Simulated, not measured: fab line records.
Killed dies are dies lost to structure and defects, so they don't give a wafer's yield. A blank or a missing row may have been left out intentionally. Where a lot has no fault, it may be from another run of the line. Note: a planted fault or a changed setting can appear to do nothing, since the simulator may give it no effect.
What tool caused it? :: flow nand_harc :: 11 lots with 33 wafers sampled at 5 steps, on a route of 1159 steps

WHAT EACH GAUGE READ, for each wafer
NHARC_A_M1_OVL_MEAS_10: pitch 240 nm.
lot: L676
measured: day 18 00:20
on: overlay-02
overlay_x_nm (nm): 1.4 1.0 1.5

lot: L683
measured: day 19 13:23
on: overlay-01
overlay_x_nm (nm): -2.0 -1.6 -2.2

lot: L682
measured: day 19 14:13
on: overlay-02
overlay_x_nm (nm): 29.6 29.7 29.3

lot: L686
measured: day 20 13:16
on: overlay-02
overlay_x_nm (nm): 29.2 29.8 29.2

lot: L685
measured: day 20 23:52
on: overlay-02
overlay_x_nm (nm): 30.0 30.0 30.0

lot: L689
measured: day 21 02:38
on: overlay-01
overlay_x_nm (nm): 0.5 0.8 0.7

lot: L688
measured: day 21 18:38
on: overlay-01
overlay_x_nm (nm): 0.6 0.8 0.9

lot: L691
measured: day 21 18:56
on: overlay-01
overlay_x_nm (nm): -1.0 -1.1 -1.5

lot: L694
measured: day 22 09:21
on: overlay-01
overlay_x_nm (nm): 0.3 0.2 0.7

lot: L695
measured: day 22 14:20
on: overlay-01
overlay_x_nm (nm): -1.1 -0.5 -0.4

lot: L697
measured: day 23 07:17
on: overlay-01
overlay_x_nm (nm): 0.5 0.8 0.9

EACH LOT AND THE TOOL THAT RAN IT (in order: tool; ch and the chambers of the sampled wafers; start)
lot: L676
NHARC_A_CONTACT_ETCH_136: har_cap_etch-01 ch 0,1, day 17 02:09
NHARC_A_CONTACT_ETCH_98: rie_diel-13 ch 0,1,3, day 17 03:34 or earlier
NHARC_A_CONTACT_ETCH_110: rie_diel-13 ch 0,1,3, day 17 03:34
NHARC_A_M1_EXPOSE_06: arfi_scanner-01 ch 0, day 18 00:07

lot: L683
NHARC_A_CONTACT_ETCH_136: har_cap_etch-02 ch 0,1, day 18 22:06
NHARC_A_CONTACT_ETCH_98: rie_diel-04 ch 0,1,3, day 18 23:23 or earlier
NHARC_A_CONTACT_ETCH_110: rie_diel-04 ch 0,2,3, day 18 23:23
NHARC_A_M1_EXPOSE_06: arfi_scanner-02 ch 0, day 19 13:10

lot: L682
NHARC_A_CONTACT_ETCH_136: har_cap_etch-01 ch 0,1, day 18 22:51
NHARC_A_CONTACT_ETCH_98: rie_diel-06 ch 1,2,3, day 19 00:09 or earlier
NHARC_A_CONTACT_ETCH_110: rie_diel-04 ch 0,3, day 19 00:09
NHARC_A_M1_EXPOSE_06: arfi_scanner-03 ch 0, day 19 13:59

lot: L686
NHARC_A_CONTACT_ETCH_136: har_cap_etch-02 ch 0,1, day 19 20:06
NHARC_A_CONTACT_ETCH_98: rie_diel-04 ch 0,2,3, day 19 21:32 or earlier
NHARC_A_CONTACT_ETCH_110: rie_diel-04 ch 2,3, day 19 21:32
NHARC_A_M1_EXPOSE_06: arfi_scanner-03 ch 0, day 20 13:02

lot: L685
NHARC_A_CONTACT_ETCH_136: har_cap_etch-03 ch 0, day 20 03:11
NHARC_A_CONTACT_ETCH_98: rie_diel-04 ch 0,1, day 20 04:39 or earlier
NHARC_A_CONTACT_ETCH_110: rie_diel-04 ch 1,3, day 20 04:39
NHARC_A_M1_EXPOSE_06: arfi_scanner-03 ch 0, day 20 23:38

lot: L689
NHARC_A_CONTACT_ETCH_136: har_cap_etch-03 ch 0,1, day 20 06:17
NHARC_A_CONTACT_ETCH_98: rie_diel-04 ch 1,2, day 20 07:46 or earlier
NHARC_A_CONTACT_ETCH_110: rie_diel-13 ch 2,3, day 20 07:46
NHARC_A_M1_EXPOSE_06: arfi_scanner-02 ch 0, day 21 02:23

lot: L688
NHARC_A_CONTACT_ETCH_136: har_cap_etch-01 ch 0,1, day 20 11:07
NHARC_A_CONTACT_ETCH_98: rie_diel-06 ch 1,2, day 20 12:26 or earlier
NHARC_A_CONTACT_ETCH_110: rie_diel-13 ch 0,1,3, day 20 12:26
NHARC_A_M1_EXPOSE_06: arfi_scanner-01 ch 0, day 21 18:25

lot: L691
NHARC_A_CONTACT_ETCH_136: har_cap_etch-01 ch 0,1, day 20 13:45
NHARC_A_CONTACT_ETCH_98: rie_diel-13 ch 0,1,3, day 20 15:05 or earlier
NHARC_A_CONTACT_ETCH_110: rie_diel-06 ch 0,3, day 20 15:05
NHARC_A_M1_EXPOSE_06: arfi_scanner-02 ch 0, day 21 18:43

lot: L694
NHARC_A_CONTACT_ETCH_136: har_cap_etch-02 ch 0,1, day 21 02:19
NHARC_A_CONTACT_ETCH_98: rie_diel-04 ch 0,1,2, day 21 03:35 or earlier
NHARC_A_CONTACT_ETCH_110: rie_diel-04 ch 0,3, day 21 03:35
NHARC_A_M1_EXPOSE_06: arfi_scanner-01 ch 0, day 22 09:08

lot: L695
NHARC_A_CONTACT_ETCH_136: har_cap_etch-01 ch 0,1, day 21 18:55
NHARC_A_CONTACT_ETCH_98: rie_diel-13 ch 1,2,3, day 21 20:20 or earlier
NHARC_A_CONTACT_ETCH_110: rie_diel-04 ch 0,1,2, day 21 20:20
NHARC_A_M1_EXPOSE_06: arfi_scanner-02 ch 0, day 22 14:07

lot: L697
NHARC_A_CONTACT_ETCH_136: har_cap_etch-01 ch 0,1, day 22 13:21
NHARC_A_CONTACT_ETCH_98: rie_diel-04 ch 1,2,3, day 22 15:03 or earlier
NHARC_A_CONTACT_ETCH_110: rie_diel-06 ch 2,3, day 22 15:03
NHARC_A_M1_EXPOSE_06: arfi_scanner-01 ch 0, day 23 07:04
- NHARC_A_CONTACT_ETCH_136: etches the open film in C4F8/O2/Ar, time 132 s, target depth 1287 nm.
- NHARC_A_CONTACT_ETCH_98: etches the open film in C4F6/O2, target depth 20 nm, time 10 s.
- NHARC_A_CONTACT_ETCH_110: etches the open film in CF4/O2, target depth 50 nm, overetch 5 nm, time 27.5 s.
- NHARC_A_M1_EXPOSE_06: exposes mask A M1, target cd 120 nm.

THE ANSWER, worked out from the rows above alone
Rule: the usual values come from the lots themselves. Put in order of their means at a reading, lots are off if they are a third of the lots or fewer, leave a main group of 4 or more, and stand apart from it by a gap of 3 or more times the standard deviation of the main group's means; of several such gaps the widest counts. Not used: any main group whose means are identical at the precision the tables above print for the reading. A lot without any number at a reading at which 4 lots or more have one is off too. Where the step has rows for the other lots, those lots are counted as sound.
Off at NHARC_A_M1_OVL_MEAS_10 (overlay_x_nm): L682, L686, L685. Mean 0.0 nm and standard deviation 1.1 in the main group.
If a tool, at a process step before that reading, ran all the lots that are off and no sound lot after the first of them, it fits. Gauges at NHARC_A_M1_OVL_MEAS_10: tried the same way as those tools. With no start given for some of its lots, NHARC_A_CONTACT_ETCH_98 uses the hours and lot order of NHARC_A_CONTACT_ETCH_110. This does not decide it: 2 tools fit, namely arfi_scanner-03 at NHARC_A_M1_EXPOSE_06 and overlay-02 at NHARC_A_M1_OVL_MEAS_10.

WHAT THE SIMULATOR HAD PUT IN
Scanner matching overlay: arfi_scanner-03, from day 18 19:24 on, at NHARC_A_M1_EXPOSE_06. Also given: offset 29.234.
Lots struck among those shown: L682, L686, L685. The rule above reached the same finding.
